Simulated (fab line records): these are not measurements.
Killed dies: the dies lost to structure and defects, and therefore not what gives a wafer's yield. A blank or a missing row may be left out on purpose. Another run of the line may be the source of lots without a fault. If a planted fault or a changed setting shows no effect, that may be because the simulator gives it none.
A lot that was struck, set against a sound lot || flow n5_finfet || 38 out of 1938 route steps
Sound: the wafers L810.1, L810.2, L810.6. Struck: wafer L794.2. (L794.3, L794.4 of the same lot were not struck and are left out.) The cause comes at the end.
For every step that has rows: the tool of each side, followed by ch and its chambers, followed by its first start. Under that, the readings that differ: sound wafers || struck wafers || difference of the means || sigmas: that difference in standard deviations of wafers without a fault.
alike: words and numbers the same on both sides, and readings whose means are apart by under 2 such deviations; not compared: readings that were withheld, readings missing a value for some wafer, numbers with overlapping values and no deviation given by the record, and bounds like >300 which may hide the same value.
A row with sigmas, a row that says differs or no value, or rows on one side alone: a step with any of these is where the two part. When numbers do not overlap yet have no deviation, they are printed without sigmas and do not part them. A reading that every wafer of one side lacks parts them only if that side has two wafers or more.

first, 9 steps without rows for these wafers: N5_BEOL_M7_DESCUM_33 (chemistry O2, time 7 s); N5_BEOL_M7_ETCH_72 (etches underlayer in N2/H2, target depth 6.5 nm, time 5.2 s); N5_BEOL_M7_ETCH_65 (etches SiARC in CF4, target depth 15.6 nm, time 26 s); N5_BEOL_M7_ETCH_66 (etches SOC in N2/H2, target depth 80 nm, overetch 16 nm, time 120 s); N5_BEOL_M7_STRIP_69 (strips in N2/H2); N5_BEOL_M7_STRIP_73 (strips in N2/H2); N5_BEOL_M7_VIA_ETCH_34 (etches SiCOH lowk in C4F6/O2, target depth 125.5 nm, time 50.5 s); N5_BEOL_M7_STRIP_76 (strips in C4F6/O2); N5_BEOL_M7_STRIP_36 (strips in N2/H2).
N5_BEOL_M7_TRENCH_ETCH_37: etches SiCOH lowk in C4F6/O2, target depth 93.478 nm, time 31.2 s.
  sound on rie_diel-01 ch 0,1,3, day 17 14:47; struck on rie_diel-01 ch 0, day 14 18:11
{"reading": "bias_w (W)", "sound": "185.2 184.6 185.1", "struck": 243.5, "difference": "+58.5", "sigmas": "+99 or more"}
{"reading": "rf_vpp_V (V)", "sound": "671 642 654", "struck": 831, "difference": "+175", "sigmas": "+18"}
{"reading": "model.etch.depth_nm (nm)", "sound": "95.88 93.01 92.67", "struck": 105, "difference": "+11", "sigmas": ""}
{"reading": "model.BEOL_M7.feature_depth_nm (nm)", "sound": "95.8 93 92.6", "struck": 105, "difference": "+11", "sigmas": ""}
{"reading": "model.TiN_of_BEOL_M7_HM_DEP_02.thk_nm (nm)", "sound": "17.4 17.2 17.6", "struck": 17, "difference": "+0", "sigmas": ""}
  alike: drypump_motor_current_A, oes_product_au, showerhead_plenum_p_Torr, throttle_valve_pct
  not compared: rf_hours_counter_h
then, 2 steps without rows for these wafers: N5_BEOL_M7_ETCH_41 (etches SiCN in CH3F/O2, target depth 31.9 nm, time 57.8 s); N5_BEOL_M7_STRIP_80 (strips in N2/H2, time 10 s).
N5_BEOL_M7_OCD_MEAS_38:
  sound on ocd-01, day 17 14:56; struck on ocd-01, day 14 18:21
{"reading": "trench_depth_nm (nm)", "sound": "96.0 93.2 92.2", "struck": 105.0, "difference": "+11.2", "sigmas": "+6"}
then, 13 steps without rows for these wafers: N5_BEOL_M7_HM_STRIP_39 (strips TiN in peroxide tin strip, target depth 25 nm, time 158 s); N5_BEOL_M7_SRD_40 (time 30 s); N5_BEOL_M7_PRECLEAN_42 (cleans in residue remover, time 60 s); N5_BEOL_M7_SRD_43 (time 30 s); N5_BEOL_M7_CURE_75 (cures SiCOH lowk, time 120 s); N5_BEOL_M7_DEGAS_44 (time 60 s); N5_BEOL_M7_PRE_CLEAN_45 (time 30 s); N5_BEOL_M7_ALD_77 (deposits TaN, target thk 2 nm, pulse time 2 s, purge time 3 s); N5_BEOL_M7_SURFACE_TREAT_79; N5_BEOL_M7_CVD_78 (deposits Co from CCTBA/H2, target thk 2 nm, time 142.3 s); N5_BEOL_M7_SPUTTER_48 (material Cu, target thk 10 nm, time 1.667 s); N5_BEOL_M7_ECD_50 (material Cu, target thk 300 nm); N5_BEOL_M7_ANNEAL_51 (time 90 s).
N5_BEOL_M7_CMP_52: polishes, stops on SiCOH lowk, t overpolish 6.9 s, target thk 80 nm.
  sound on cmp-02 ch 1,2, day 17 17:12; struck on cmp-03 ch 2, day 14 20:55
{"reading": "overpolish_run_s (s)", "sound": "6.900 6.896 6.902", "struck": 6.919, "difference": "+0.020", "sigmas": "+2"}
{"reading": "model.Cu_of_BEOL_M7_ECD_50.thk_nm (nm)", "sound": "81.8 78 78", "struck": 91.2, "difference": "+11.9", "sigmas": ""}
  alike: barrier_field_endpoint_s, clearing_platen_down_force_psi, motor_current_A, platen_rpm, time_to_endpoint_s
N5_BEOL_M7_THK_MEAS_53: measures by xrf.
  sound on film_metro-02, day 17 17:29; struck on film_metro-02, day 14 21:13
{"reading": "M7_THK (nm)", "sound": "81.0 77.6 77.5", "struck": 89.8, "difference": "+11.1", "sigmas": "+5"}
then, 2 steps without rows for these wafers: N5_BEOL_M7_PRE_CLEAN_55 (time 15 s); N5_BEOL_M7_DEP_56 (deposits SiCN from 3MS/NH3, target thk 10 nm, time 17.5 s).
N5_BEOL_M7_RS_MEAS_57: uses a four-point probe to measure.
  sound on film_metro-01, day 17 17:37; struck on film_metro-02, day 14 21:21
{"reading": "M7_RS (ohm/sq)", "sound": "0.280 0.295 0.295", "struck": 0.246, "difference": -0.044, "sigmas": -5}
then, 5 steps without rows for these wafers: N5_BEOL_M8_ILD_DEP_00 (deposits SiCOH lowk from DEMS/porogen, target thk 179.75 nm, time 33.4 s); N5_BEOL_M8_CURE_74 (cures SiCOH lowk, time 240 s); N5_BEOL_M8_PECVD_70 (deposits SiO2 from TEOS/O2, target thk 20 nm, time 22.7 s); N5_BEOL_M8_HM_DEP_02 (deposits TiN, target thk 20 nm); N5_BEOL_M8_COAT_59 (time 60 s, resist thk 100 nm).
-- record jumps: 3 days separate the struck wafers' starts on either side; left off in module BEOL_M8, taken up again in module BEOL_M15, whose first shown step is the route's number 1830 --
N5_BEOL_M15_RC_MEAS_101:
  sound on prober-02 ch 0, day 20 14:16; struck on prober-01 ch 0, day 17 10:47
{"reading": "COMB_M11 (S/m)", "sound": "1.07e-11 1.57e-11 9.9e-12", "struck": 1.75e-11, "difference": "+5.40e-12", "sigmas": "+2"}
{"reading": "SERP_M12 (ohm/um)", "sound": "0.621 0.632 0.653", "struck": 0.605, "difference": -0.030, "sigmas": -2}
{"reading": "SERP_M7 (ohm/um)", "sound": "13.7 13.9 14.5", "struck": 11.4, "difference": -2.6, "sigmas": -5}
{"reading": "SERP_M7_max_site (ohm/um)", "sound": "14.1 15.2 14.7", "struck": 11.8, "difference": -2.9, "sigmas": -5}
  alike: COMB_M10, COMB_M12, COMB_M13, COMB_M13_max_site, COMB_M14, COMB_M15, COMB_M5, COMB_M6, COMB_M7, COMB_M8, COMB_M9, SERP_M10, SERP_M11, SERP_M13, SERP_M14, SERP_M5, SERP_M6, SERP_M8, SERP_M8_max_site, SERP_M9, SERP_M9_max_site
N5_PASSIVATION_PROBE_49:
  the record has rows for the struck wafers here (prober-01, day 17 22:36) and none for the sound ones

WHERE THEY PART
At N5_BEOL_M7_TRENCH_ETCH_37 first; at N5_PASSIVATION_PROBE_49 last (within this record only).

WHY: the cause the simulator had injected
rie_diel-01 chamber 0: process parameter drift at N5_BEOL_M7_TRENCH_ETCH_37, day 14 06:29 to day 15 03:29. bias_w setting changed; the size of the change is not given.
